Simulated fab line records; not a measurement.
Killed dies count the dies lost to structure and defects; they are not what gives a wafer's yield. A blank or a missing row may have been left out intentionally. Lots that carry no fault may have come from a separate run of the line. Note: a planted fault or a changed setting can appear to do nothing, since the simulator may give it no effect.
Problem report in the 8D (eight disciplines) form, filled by code -- flow n5 finfet -- the parts of the form that need people (team, actions taken, sign-off) are left out

## 1. PROBLEM STATEMENT
At N5_PASSIVATION_PROBE_49, killed at contacts averages 1045 over 6 wafers from 3 lots, while fault-free wafers read 14, standard deviation 5.7. So: +99 or more standard deviations from the usual mean.
First observed at day 18 00:44: wafer L891.2, on prober-01. At this step, 10 wafers from 5 lots have a number in the record. By rule, "out" or "out of limits" means more than 4 standard deviations away from the usual mean. All remaining wafers that have a number are taken as sound.

## 2. WHAT IT IS AND WHAT IT IS NOT
question,is,is not
which readings at this step,"killed at contacts, defect limited yield, killed dies, killed on rim, sort_bin_5_function, sort n pass","killed_at_M0_to_M3, killed_at_M4_up, killed at other, killed open, killed short, sort_bin_6_memory, sort_bin_8_speed"
which lots,"L891, L892, L897","L882, L895"
which wafers of those lots,all that have a number,-
read on which tools,prober-01,prober-02
when,from day 18 00:44,up to then (1 sound wafer); but 3 sound wafers of L895 came after

## 3. THE SUSPECTS, EACH WITH WHAT RULES IT OUT
Counting: a tool at any process step up to the reading remains a suspect when it ran all the lots that are out and ran no sound lot after the first of those.
- ald sin-03 at N5_MOL_CONTACT_COAG_ALD_131 (deposits SiO2, target thk 5 nm, pulse time 1 s, co reactant pulse time 1 s): kept. It ran every lot that is out, first L891 (day 9 11:06), and no sound lot after that.
- prober-01 at N5_PASSIVATION_PROBE_49: kept. It processed each lot that is out, first L891 at day 18 00:44, and no sound lot thereafter; up to then, the last sound lot it processed was L882 at day 16 11:57. Out on those wafers are its own readings of defect limited yield, killed at contacts, killed dies, killed on rim, sort_bin_5_function, sort n pass.
What counting leaves: ald sin-03 at N5_MOL_CONTACT_COAG_ALD_131 and prober-01 at N5_PASSIVATION_PROBE_49.

## 4. THE CAUSE (what the simulator had put in)
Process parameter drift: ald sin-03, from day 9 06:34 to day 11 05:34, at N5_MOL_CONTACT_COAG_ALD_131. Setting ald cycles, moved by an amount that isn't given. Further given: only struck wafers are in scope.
Of the 2 suspects that counting leaves, this tool is one.

## 5. THE CHAIN OF EFFECTS, in route order
Rows list readings where the struck wafers' mean (over those with a number) sits beyond 3 standard deviations from the usual. Only readings whose record carries a usual standard deviation are examined. hours: median over the lots of the time between each lot's start at the first step of this table that gives one and its start at this step. sigmas: the change, counted in usual standard deviations.
hours,step,reading,usual,on struck wafers,change,sigmas
0,N5_PASSIVATION_PROBE_49,defect limited yield,91.2 %,3.4,-87.8,-63
0,N5_PASSIVATION_PROBE_49,killed at contacts,14,1045,+1031,+99 or more
0,N5_PASSIVATION_PROBE_49,killed dies,104,1140,+1036,+61
0,N5_PASSIVATION_PROBE_49,killed on rim,14,148,+134,+34
0,N5_PASSIVATION_PROBE_49,sort_bin_5_function,5.2 %,93.1,+87.9,+88
0,N5_PASSIVATION_PROBE_49,sort n pass,1069,40,-1029,-20
It contains these process steps:
- N5_PASSIVATION_PROBE_49

## 6. HOW IT WOULD HAVE BEEN CAUGHT EARLIER
First out-of-limits reading in this record: day 18 00:44, which is 210 hours after fault onset at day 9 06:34.
Tool readings at N5_MOL_CONTACT_COAG_ALD_131 with a usual standard deviation given in the record: none out on any struck wafer, hence no alarm at a limit of 4 standard deviations on them.
Lots out: 3; all had begun N5_MOL_CONTACT_COAG_ALD_131 on ald sin-03 by day 18 00:44. Had the tool been put on hold then, not one of them would have been saved.
